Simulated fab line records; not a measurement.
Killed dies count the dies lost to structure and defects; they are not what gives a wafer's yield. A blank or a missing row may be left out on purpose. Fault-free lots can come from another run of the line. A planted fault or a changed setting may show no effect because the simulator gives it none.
fab line records	flow nand-harc
[record] lots = 12	wafers = 36	last-day = 24
route steps=1159 shown A_STAIRCASE@698 END@1159
lots with no fault: from the same line, run without faults
start-h: hours from the record's first day to the start of the lot's first wafer shown	wait-h: hours from the lot's prior step to this one	" the same as in the row above	L1.1+2: several wafers, shown together as one row	- no value present, or no start provided	* or withheld: withheld	< > ~ a bound
route shown NAME@n: names a module that has steps shown in the file, with the first one's number in the route	usual: mean/standard deviation of fault-free wafers	same: alike in all rows	chamber/n: place in a boat	sites: readings site by site	_std_site: standard deviation of those values	_edge_site: the outer-site mean with the inner-site mean subtracted	radius-mm: for every site, how far away it sits from the centre of the wafer	mask NAME#n: copy n	behind: tool/chamber where the wafer was last shaped	hold: reason for holding the lot/hours on hold/outcome of the hold	device: transistor that didn't switch, given as n, p or np	end of line: at the end of the route, the tests of the same wafers	a step with no rows: only its recipe	killed: count of dies lost to structure and defects at first sort (not the wafer's yield)	map: per-die view of a wafer (x killed, . not killed, _ where there is no die)
set.NAME: the run value of the setting; set.NAME@STEP: its run value at that earlier step	model.NAME: the simulator's own value behind a step, which no gauge read
one table for each step of the route and one row for each wafer, over a sample of lots
services: a tool's chamber out of use, with start hour (start-h, from the record's first day; less than 0 if before it), hours out, and reason
[[steps]]
[step NHARC_A_STAIRCASE_ALD_415]
[recipe] target-thk-a = 300	pulse-time-s = 6	ald-cycles = 300	temp-c = 300	material = SiO2
[usual] heater-power-outer-w = 262/34	heater-power-w = 471/49	precursor-pulse-height-rel = 0.998/0.019
[same] ald-cycles = 300	pulse-time-s = 6
lot.wafer	tool	chamber	start-h	wait-h	heater-power-outer-w	heater-power-w	precursor-pulse-height-rel
L599.1	ald-hk-02	1	274.06	0.3	204	376	1.004
L599.4	"	2	"	"	291	505	1.009
L599.5	"	0	"	"	234	451	0.974
L602.3	ald-hk-02	0	292.79	0.3	233	445	0.986
L602.2	"	1	"	"	204	376	1.025
L602.4	"	2	"	"	293	493	0.990
L601.2	ald-hk-03	1	295.40	1.0	310	501	1.025
L601.1	"	2	"	"	306	531	1.028
L601.5	"	0	"	"	255	439	1.000
L605.3	ald-hk-01	3	314.34	0.1	281	489	0.982
L605.4	"	0	"	"	311	515	1.019
L605.2	"	2	"	"	265	474	0.991
L606.1	ald-hk-02	1	315.36	0.8	200	379	0.982
L606.2	"	2	"	"	293	513	1.028
L606.4	"	0	"	"	238	450	1.001
L607.2	ald-hk-02	2	331.18	0.3	299	519	1.015
L607.1	"	3	"	"	249	454	1.032
L607.3	"	0	"	"	232	449	0.983
L608.1	ald-hk-02	1	339.92	0.3	202	377	0.954
L608.3	"	3	"	"	237	471	0.988
L608.6	"	1	"	"	209	366	0.998
L612.4	ald-hk-03	3	353.30	0.1	294	552	0.991
L612.1	"	1	"	"	300	488	1.014
L612.3	"	2	"	"	273	479	0.995
L611.3	ald-hk-01	1	353.41	0.1	272	501	1.018
L611.2	"	0	"	"	314	514	0.992
L611.5	"	2	"	"	259	484	1.011
L614.3	ald-hk-03	2	367.80	1.0	284	496	0.988
L614.6	"	0	"	"	241	444	1.005
L614.5	"	1	"	"	292	492	1.018
L615.3	ald-hk-03	1	380.50	0.3	301	480	1.011
L615.4	"	2	"	"	277	480	0.966
L615.2	"	3	"	"	299	563	0.987
L617.3	ald-hk-01	2	396.00	0.3	269	494	0.999
L617.2	"	0	"	"	303	521	0.999
L617.5	"	1	"	"	270	505	1.015
[step NHARC_A_STAIRCASE_STRIP_446]
[recipe] power-w = 1500	temp-c = 250	chemistry = O2
[usual] drypump-motor-current-A = 5.6/0.34	heater-power-w = 345/11
lot.wafer	tool	chamber	start-h	wait-h	drypump-motor-current-A	heater-power-w	rf-hours-counter-h
L599.1	plasma-asher-02	1	313.67	0.1	6.1	353	41
L599.4	"	0	"	"	5.5	351	-
L599.5	"	0	"	"	5.4	352	-
L601.1	plasma-asher-02	1	338.93	0.4	6.1	344	51
L601.2	"	0	"	"	5.5	353	51
L601.5	"	0	"	"	5.5	353	-
L602.2	plasma-asher-02	1	339.21	0.6	6.1	353	51
L602.3	"	1	"	"	6.1	352	-
L602.4	"	0	"	"	5.5	348	-
L606.2	plasma-asher-01	0	360.87	0.5	5.2	343	25
L606.1	"	1	"	"	5.8	341	25
L606.4	"	1	"	"	5.7	364	-
L605.2	plasma-asher-01	1	361.20	0.7	5.7	348	25
L605.3	"	0	"	"	5.2	349	-
L605.4	"	1	"	"	5.7	353	-
L607.2	plasma-asher-02	0	376.14	0.0	5.5	325	2
L607.1	"	1	"	"	6.1	321	2
L607.3	"	0	"	"	5.5	331	-
L608.1	plasma-asher-02	1	377.62	0.3	6.1	340	2
L608.3	"	0	"	"	5.5	329	-
L608.6	"	1	"	"	6.1	329	-
L612.1	plasma-asher-01	1	397.31	0.5	5.7	354	42
L612.3	"	0	"	"	5.2	343	-
L612.4	"	1	"	"	5.7	353	-
L611.2	plasma-asher-02	0	398.05	0.1	5.5	330	10
L611.3	"	0	"	"	5.5	323	-
L611.5	"	0	"	"	5.5	328	-
L614.3	plasma-asher-02	1	407.81	0.2	6.1	317	-
L614.5	"	0	"	"	5.5	325	-
L614.6	"	1	"	"	6.1	336	-
L615.2	plasma-asher-01	1	421.58	0.2	5.7	358	48
L615.3	"	0	"	"	5.2	346	-
L615.4	"	1	"	"	5.7	361	-
L617.2	plasma-asher-01	0	435.16	0.0	5.2	346	52
L617.3	"	0	"	"	5.2	348	-
L617.5	"	1	"	"	5.7	346	-
[step NHARC_A_STAIRCASE_ETCHBACK_157]
[recipe] target-depth-a = 900	over-etch-frac = 0.3	time-s = 167.14	ion-energy-ev = 120	ch3f-flow-sccm = 50	o2-flow-sccm = 30	ar-flow-sccm = 200	rf-w = 500	bias-w = 100	chemistry = CH3F/O2
[usual] bias-w = 99.95/0.29	ch3f-flow-sccm = 50.00/0.14	drypump-motor-current-A = 5.7/0.38	oes-product-au = 0.97/0.037	over-etch-frac = 0.3/0	rf-vpp-V = 244.7/1.5	showerhead-plenum-p-Torr = 2.48/0.09	throttle-valve-pct = 20.663/0.0098
lot.wafer	tool	chamber	start-h	wait-h	bias-w	ch3f-flow-sccm	drypump-motor-current-A	oes-product-au	over-etch-frac	rf-hours-counter-h	rf-vpp-V	showerhead-plenum-p-Torr	throttle-valve-pct
L599.1	rie-diel-13	1	315.33	0.1	99.83	50.03	5.5	1.01	0.3	12	244.2	2.50	20.677
L599.4	"	2	"	"	100.10	50.21	5.2	1.01	0.3	13	244.4	2.48	20.667
L599.5	"	2	"	"	100.37	50.25	5.2	1.00	0.3	-	244.2	2.48	20.677
L601.2	rie-diel-13	0	340.64	0.2	99.83	50.09	6.7	1.02	0.3	21	245.6	2.63	20.659
L601.1	"	3	"	"	99.77	50.09	5.5	1.00	0.3	22	244.6	2.39	20.665
L601.5	"	0	"	"	99.86	50.06	6.7	1.03	0.3	-	247.2	2.63	20.678
L602.4	rie-diel-11	3	340.94	0.2	99.86	50.03	5.8	0.95	0.3	53	244.4	2.54	20.673
L602.3	"	1	"	"	99.71	50.04	5.8	0.93	0.3	52	243.5	2.39	20.674
L602.2	"	2	"	"	100.01	49.58	5.6	0.95	0.3	55	242.8	2.37	20.655
L606.1	rie-diel-11	0	362.59	0.2	99.99	50.00	5.5	1.01	0.3	60	246.2	2.58	20.645
L606.4	"	1	"	"	99.56	49.89	5.8	0.98	0.3	59	243.5	2.39	20.681
L606.2	"	2	"	"	100.10	50.07	5.6	1.00	0.3	62	242.3	2.36	20.666
L605.4	rie-diel-11	3	362.85	0.2	100.20	49.87	5.8	0.96	0.3	61	244.4	2.54	20.665
L605.2	"	0	"	"	99.71	49.90	5.4	0.98	0.3	60	246.1	2.57	20.656
L605.3	"	1	"	"	100.40	50.07	5.8	0.95	0.3	59	243.0	2.39	20.676
L607.2	rie-diel-01	2	377.85	0.2	100.56	49.95	5.8	0.92	0.3	21	244.8	2.57	20.664
L607.1	"	0	"	"	99.75	50.12	5.4	0.92	0.3	24	245.1	2.49	20.665
L607.3	"	1	"	"	100.00	49.91	5.9	0.93	0.3	21	241.9	2.31	20.666
L608.3	rie-diel-13	3	379.34	0.2	100.23	49.81	5.5	0.92	0.3	38	245.5	2.38	20.679
L608.1	"	0	"	"	99.89	50.03	6.7	0.94	0.3	37	246.6	2.62	20.659
L608.6	"	1	"	"	99.85	49.68	5.5	0.93	0.3	-	244.1	2.49	20.670
L612.4	rie-diel-13	0	398.96	0.1	-	-	-	-	-	-	-	-	-
L612.1	"	2	"	"	-	-	-	-	-	-	-	-	-
L612.3	"	3	"	"	-	-	-	-	-	-	-	-	-
L611.2	rie-diel-13	2	399.79	0.3	-	-	-	-	-	-	-	-	-
L611.3	"	0	"	"	-	-	-	-	-	-	-	-	-
L611.5	"	1	"	"	-	-	-	-	-	-	-	-	-
L614.3	rie-diel-11	3	409.40	0.2	-	-	-	-	-	-	-	-	-
L614.6	"	2	"	"	-	-	-	-	-	-	-	-	-
L614.5	"	3	"	"	-	-	-	-	-	-	-	-	-
L615.2	rie-diel-13	1	423.23	0.2	99.78	49.97	5.5	0.99	0.3	55	246.9	2.48	20.668
L615.4	"	2	"	"	99.66	50.09	5.2	1.01	0.3	53	246.0	2.47	20.665
L615.3	"	0	"	"	100.06	50.15	6.7	1.02	0.3	56	247.7	2.61	20.657
L617.2	rie-diel-11	0	436.84	0.2	100.04	50.08	5.5	0.95	0.3	23	246.2	2.57	20.642
L617.3	"	3	"	"	100.25	49.73	5.8	0.94	0.3	23	245.2	2.53	20.666
L617.5	"	0	"	"	100.56	49.90	5.5	0.95	0.3	-	245.1	2.57	20.660
[step NHARC_A_STAIRCASE_DEP_471]
[recipe] target-thk-a = 1000	temp-c = 400	pressure-torr = 6.5	rf-w = 900	teos-flow-sccm = 161.4	flow-sccm = 2650	target-thk-nm = 100	gas = O2	material = SiO2
[usual] heater-power-outer-w = 324/73	heater-power-w = 590/99	throttle-valve-pct = 15.9/0.66
lot.wafer	tool	chamber	start-h	wait-h	heater-power-outer-w	heater-power-w	throttle-valve-pct
L599.1	pecvd-04	1	315.70	-	307	579	15.6
L599.4	"	1	"	"	313	575	15.7
L599.5	"	0	"	"	289	542	16.3
L601.2	pecvd-01	1	341.12	-	230	465	16.0
L601.1	"	2	"	"	410	746	16.5
L601.5	"	2	"	"	412	757	16.6
L602.2	pecvd-04	1	341.56	-	382	673	16.0
L602.4	"	0	"	"	326	607	16.5
L602.3	"	1	"	"	387	681	15.6
L606.1	pecvd-04	2	362.85	-	332	645	15.0
L606.2	"	1	"	"	280	542	15.7
L606.4	"	2	"	"	341	662	14.9
L605.3	pecvd-02	0	363.13	-	264	540	15.8
L605.2	"	2	"	"	422	610	15.0
L605.4	"	1	"	"	390	613	14.9
L607.2	pecvd-01	1	378.15	-	211	444	16.2
L607.1	"	2	"	"	318	636	16.6
L607.3	"	0	"	"	271	508	16.6
L608.1	pecvd-01	0	379.71	-	286	506	16.9
L608.3	"	1	"	"	187	416	15.9
L608.6	"	0	"	"	286	532	16.2
L612.1	pecvd-01	1	399.32	-	190	415	16.2
L612.3	"	2	"	"	335	644	16.8
L612.4	"	2	"	"	334	661	16.3
L611.2	pecvd-01	2	400.13	-	338	662	16.3
L611.3	"	0	"	"	203	400	17.0
L611.5	"	0	"	"	211	419	16.8
L614.3	pecvd-01	1	409.66	-	219	444	16.0
L614.6	"	1	"	"	220	452	16.3
L614.5	"	0	"	"	307	548	16.6
L615.2	pecvd-02	2	423.61	-	462	710	14.9
L615.3	"	0	"	"	270	551	16.0
L615.4	"	2	"	"	473	711	15.0
L617.2	pecvd-04	2	437.14	-	267	568	15.7
L617.3	"	0	"	"	385	665	15.8
L617.5	"	0	"	"	382	683	15.9
[step NHARC_END_SORT_01]
[recipe] temp-c = 25
[usual] killed-at-array = 27/9.9	killed-at-other = 0.5/0.76	killed-at-periphery = 3.4/2.2	killed-dies = 31/10	killed-open = 3.3/2	killed-short = 2.0/1.5
[same] gross-dies = 677
lot.wafer	tool	chamber	start-h	wait-h	killed-at-array	killed-at-other	killed-at-periphery	killed-dies	killed-open	killed-short
L599.4	prober-02	0	464.07	3.4	28	1	1	30	2	4
L602.2	prober-02	0	476.18	2.8	24	0	4	28	1	0
L601.1	prober-02	0	491.69	2.5	22	1	3	26	6	2
L601.2	prober-02	0	492.50	2.8	21	1	3	25	5	1
L601.5	prober-02	0	494.92	3.7	22	0	2	24	1	3
L606.1	prober-01	0	492.84	2.5	10	3	6	19	4	0
L606.2	prober-01	0	493.63	2.8	9	1	5	15	1	1
L606.4	prober-01	0	495.22	3.4	13	0	5	18	3	1
L605.2	prober-02	0	500.39	2.8	28	1	1	30	4	1
L605.3	prober-02	0	501.20	3.1	23	2	0	25	0	1
L605.4	prober-02	0	502.00	3.4	22	1	2	25	2	0
L607.1	prober-02	0	509.64	2.4	32	2	7	41	2	3
L607.2	prober-02	0	510.45	2.7	29	0	3	32	2	2
L607.3	prober-02	0	511.26	3.1	30	0	4	34	5	0
L612.1	prober-01	0	531.27	2.5	674	0	3	677	0	1
L612.3	prober-01	0	532.89	3.1	673	1	3	677	0	0
L612.4	prober-01	0	533.70	3.4	675	0	2	677	3	2
L611.2	prober-02	0	532.09	2.8	671	3	3	677	4	3
L611.3	prober-02	0	532.88	3.1	673	1	3	677	5	6
L611.5	prober-02	0	534.48	3.7	674	1	2	677	9	3
L614.3	prober-02	0	543.03	3.1	673	2	2	677	5	1
L614.5	prober-02	0	544.61	3.7	674	1	2	677	5	1
L614.6	prober-02	0	545.40	3.9	676	0	1	677	1	2
// killed by level:class
L599.4 A_CHANNEL_HOLE_D1:chamber-film-flake=12 A_STAIRCASE:chamber-film-flake=5 A_BLC:chamber-film-flake=3 A_WL_FILL:chamber-film-flake=2 A_SOURCE_PLATE:geometric-particle:short=1 A_CHANNEL_FILL_D1:geometric-particle:short=1 A_WL_FILL:geometric-particle:open=1 A_M0:geometric-particle:open=1
L602.2 A_CHANNEL_HOLE_D1:chamber-film-flake=17 A_STAIRCASE:chamber-film-flake=3 P_STI:chamber-film-flake=2 P_GATE:chamber-film-flake=2 A_CONTACT:chamber-film-flake=2 A_M0:geometric-particle:open=1 A_SLIT:chamber-film-flake=1
L601.1 A_SLIT:chamber-film-flake=5 A_CHANNEL_HOLE_D1:chamber-film-flake=4 A_STAIRCASE:chamber-film-flake=3 A_WL_FILL:geometric-particle:open=2 P_GATE:chamber-film-flake=2 A_CONTACT:chamber-film-flake=2 A_CHANNEL_FILL_D1:geometric-particle:short=1 A_CHANNEL_FILL_D1:geometric-particle:open=1
L601.2 A_SLIT:chamber-film-flake=9 A_CHANNEL_FILL_D1:geometric-particle:open=3 A_CHANNEL_HOLE_D1:chamber-film-flake=3 P_ZERO_WELL:chamber-film-flake=2 A_STAIRCASE:chamber-film-flake=2 A_CHANNEL_FILL_D1:geometric-particle:short=1 A_WL_FILL:geometric-particle:open=1 A_CONTACT:geometric-particle:open=1
L606.1 A_CHANNEL_HOLE_D1:chamber-film-flake=4 P_STI:chamber-film-flake=3 THIN_TSV:chamber-film-flake=3 P_GATE:chamber-film-flake=2 A_STAIRCASE:chamber-film-flake=2 P_M0:geometric-particle:open=1 A_CHANNEL_FILL_D1:geometric-particle:open=1 A_CONTACT:geometric-particle:open=1
L606.2 A_CHANNEL_HOLE_D1:chamber-film-flake=5 A_STAIRCASE:chamber-film-flake=3 P_STI:chamber-film-flake=2 P_GATE:geometric-particle:short=1 P_CONTACT:geometric-particle:open=1 P_ZERO_WELL:chamber-film-flake=1 A_CONTACT:chamber-film-flake=1 THIN_TSV:chamber-film-flake=1
L601.5 A_SLIT:chamber-film-flake=13 A_CHANNEL_HOLE_D1:chamber-film-flake=3 P_ZERO_WELL:geometric-particle:short=1 A_CHANNEL_FILL_D1:geometric-particle:open=1 A_SGD_CUT:geometric-particle:short=1 A_WL_FILL:geometric-particle:short=1 P_ZERO_WELL:chamber-film-flake=1 A_CHANNEL_FILL_D1:chamber-film-flake=1
L606.4 A_CONTACT:chamber-film-flake=5 P_M1:chamber-film-flake=3 A_CHANNEL_HOLE_D1:chamber-film-flake=2 A_CHANNEL_HOLE_D1:geometric-particle:open=1 A_BLC:geometric-particle:open=1 A_M0:geometric-particle:short=1 A_M0:geometric-particle:open=1 P_ZERO_WELL:chamber-film-flake=1
L605.2 A_CHANNEL_HOLE_D1:chamber-film-flake=22 P_M0:geometric-particle:short=1 A_WL_FILL:geometric-particle:open=1 A_CONTACT:geometric-particle:open=1 A_M0:geometric-particle:open=1 A_M1:geometric-particle:open=1 A_ZERO_WELL:chamber-film-flake=1 A_STAIRCASE:chamber-film-flake=1
L605.3 A_CHANNEL_HOLE_D1:chamber-film-flake=16 A_STAIRCASE:chamber-film-flake=4 A_WL_FILL:chamber-film-flake=2 A_CHANNEL_FILL_D1:geometric-particle:short=1 THIN_TSV:chamber-film-flake=1 HYBRID_BOND:latent=1
L605.4 A_CHANNEL_HOLE_D1:chamber-film-flake=18 A_WL_FILL:chamber-film-flake=2 P_CONTACT:geometric-particle:open=1 A_M1:geometric-particle:open=1 P_GATE:chamber-film-flake=1 A_CONTACT:chamber-film-flake=1 HYBRID_BOND:latent=1
L607.1 A_CHANNEL_HOLE_D1:chamber-film-flake=19 A_STAIRCASE:chamber-film-flake=5 P_GATE:chamber-film-flake=4 P_M0:chamber-film-flake=2 A_CONTACT:chamber-film-flake=2 THIN_TSV:chamber-film-flake=2 P_CONTACT:geometric-particle:short=1 A_SGD_CUT:geometric-particle:open=1
L607.2 A_CHANNEL_HOLE_D1:chamber-film-flake=17 A_STAIRCASE:chamber-film-flake=6 P_M0:chamber-film-flake=2 A_SLIT:chamber-film-flake=2 P_M1:geometric-particle:open=1 A_WL_FILL:geometric-particle:short=1 A_WL_FILL:geometric-particle:open=1 A_CONTACT:geometric-particle:short=1
L607.3 A_CHANNEL_HOLE_D1:chamber-film-flake=17 A_STAIRCASE:chamber-film-flake=8 P_M0:chamber-film-flake=3 A_CONTACT:geometric-particle:open=2 P_GATE:geometric-particle:open=1 A_WL_FILL:geometric-particle:open=1 A_BLC:geometric-particle:open=1 A_SLIT:chamber-film-flake=1
L612.1 A_STAIRCASE:area-etchback=646 A_CHANNEL_HOLE_D1:chamber-film-flake=22 A_CONTACT:chamber-film-flake=3 P_BONDPAD:chamber-film-flake=2 A_WL_FILL:geometric-particle:short=1 P_STI:chamber-film-flake=1 A_STAIRCASE:chamber-film-flake=1 A_SLIT:chamber-film-flake=1
L611.2 A_STAIRCASE:area-etchback=628 A_SLIT:chamber-film-flake=21 A_CHANNEL_HOLE_D1:chamber-film-flake=7 A_CONTACT:chamber-film-flake=4 A_SGD_CUT:chamber-film-flake=3 THIN_TSV:chamber-film-flake=3 A_ONON_D1:geometric-particle:open=2 A_STAIRCASE:chamber-film-flake=2
L611.3 A_STAIRCASE:area-etchback=632 A_SLIT:chamber-film-flake=19 A_STAIRCASE:chamber-film-flake=5 A_CONTACT:chamber-film-flake=4 A_CHANNEL_HOLE_D1:chamber-film-flake=3 A_CHANNEL_FILL_D1:geometric-particle:open=2 A_CONTACT:geometric-particle:open=2 A_SGD_CUT:chamber-film-flake=2
L612.3 A_STAIRCASE:area-etchback=648 A_CHANNEL_HOLE_D1:chamber-film-flake=22 P_BONDPAD:chamber-film-flake=2 A_CONTACT:chamber-film-flake=2 P_M0:chamber-film-flake=1 A_WL_FILL:chamber-film-flake=1 THIN_TSV:chamber-film-flake=1
L612.4 A_STAIRCASE:area-etchback=641 A_CHANNEL_HOLE_D1:chamber-film-flake=20 A_CONTACT:chamber-film-flake=5 A_STAIRCASE:chamber-film-flake=4 A_CONTACT:geometric-particle:open=2 A_ONON_D1:geometric-particle:short=1 A_M1:geometric-particle:short=1 A_M1:geometric-particle:open=1
L611.5 A_STAIRCASE:area-etchback=630 A_SLIT:chamber-film-flake=16 A_CHANNEL_HOLE_D1:chamber-film-flake=8 A_STAIRCASE:chamber-film-flake=5 A_CONTACT:geometric-particle:open=3 A_CONTACT:chamber-film-flake=3 A_CHANNEL_HOLE_D1:geometric-particle:open=2 P_CONTACT:geometric-particle:open=1
L614.3 A_STAIRCASE:area-etchback=656 A_CHANNEL_HOLE_D1:chamber-film-flake=8 A_CONTACT:chamber-film-flake=3 P_M0:geometric-particle:open=2 A_STAIRCASE:chamber-film-flake=2 A_SGD_CUT:geometric-particle:short=1 A_WL_FILL:geometric-particle:open=1 A_CONTACT:geometric-particle:open=1
L614.5 A_STAIRCASE:area-etchback=664 A_CHANNEL_FILL_D1:geometric-particle:open=2 A_ZERO_WELL:chamber-film-flake=2 A_CHANNEL_HOLE_D1:chamber-film-flake=2 P_GATE:geometric-particle:open=1 P_M0:geometric-particle:open=1 A_CONTACT:geometric-particle:open=1 STARTING-WAFER:geometric-particle:short=1
L614.6 A_STAIRCASE:area-etchback=662 A_CHANNEL_HOLE_D1:chamber-film-flake=9 A_CONTACT:chamber-film-flake=2 P_GATE:geometric-particle:short=1 A_BLC:geometric-particle:short=1 A_M1:geometric-particle:open=1 A_SGD_CUT:chamber-film-flake=1
[[services]]
tool	chamber	start-h	hours	kind
pecvd-01	0	250.07	-	clean
pecvd-01	1	250.07	-	clean
pecvd-01	2	250.07	-	clean
plasma-asher-02	-	261.31	3.6	repair
plasma-asher-01	-	276.00	9.0	pm
rie-diel-13	-	276.27	9.0	pm
ald-hk-02	-	281.27	10.0	pm
rie-diel-01	2	296.42	3.8	repair
rie-diel-01	-	314.88	9.0	pm
ald-hk-03	-	322.45	10.0	pm
pecvd-02	-	334.34	13.0	pm
pecvd-04	2	337.80	19.8	repair
plasma-asher-02	-	360.11	9.0	pm
plasma-asher-02	0	360.11	9.0	vent-cycle
plasma-asher-02	1	360.11	9.0	vent-cycle
rie-diel-01	2	362.64	2.9	repair
rie-diel-11	-	366.50	9.0	pm
plasma-asher-02	0	369.11	-	clean
plasma-asher-02	1	369.11	-	clean
pecvd-04	-	376.56	13.0	pm
rie-diel-13	-	407.12	0.5	repair
ald-hk-01	-	410.04	10.0	pm
pecvd-01	-	418.07	13.0	pm
rie-diel-01	2	423.97	50.2	repair
[[key]]
[first-sign] step = NHARC_A_STAIRCASE_ETCHBACK_157	reading = tool-record	direction = missing
[effect] step = NHARC_END_SORT_01	reading = killed-at-array	direction = up	sigmas = 65	usual = 27	struck = 674
[more-kills-born-at] NHARC_A_STAIRCASE_ETCHBACK_157@rie-diel-13 = 3826	NHARC_A_STAIRCASE_ETCHBACK_157@rie-diel-11 = 1982
met-at NHARC_A_STAIRCASE_ETCHBACK_157
struck-lots L611,L612,L614
later-rows-left-out L611.2,L611.3,L611.5,L612.1,L612.3,L612.4,L614.3,L614.5,L614.6
tester-left-out L611,L612,L614
not-acting-at NHARC_A_STAIRCASE_ALD_415,NHARC_A_STAIRCASE_STRIP_446,NHARC_A_STAIRCASE_DEP_471
onset-between 379.34 398.96
[fault] kind = skipped-step-whole	tool = rie-diel-11,rie-diel-13	chamber = -	onset-h = 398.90	steps = NHARC_A_STAIRCASE_ETCHBACK_157	scope = struck-lots-only
// tester-left-out: of these lots the tester's yield and bins aren't shown, on N5 and GAA mostly nor the transistor test; their killed dies are dies lost to structure and defects alone, not to doping, threshold or leakage, so they don't give the yield
// later-rows-left-out: the simulator's readings of these wafers behind a module that went badly wrong aren't trusted and aren't shown, but for the sort
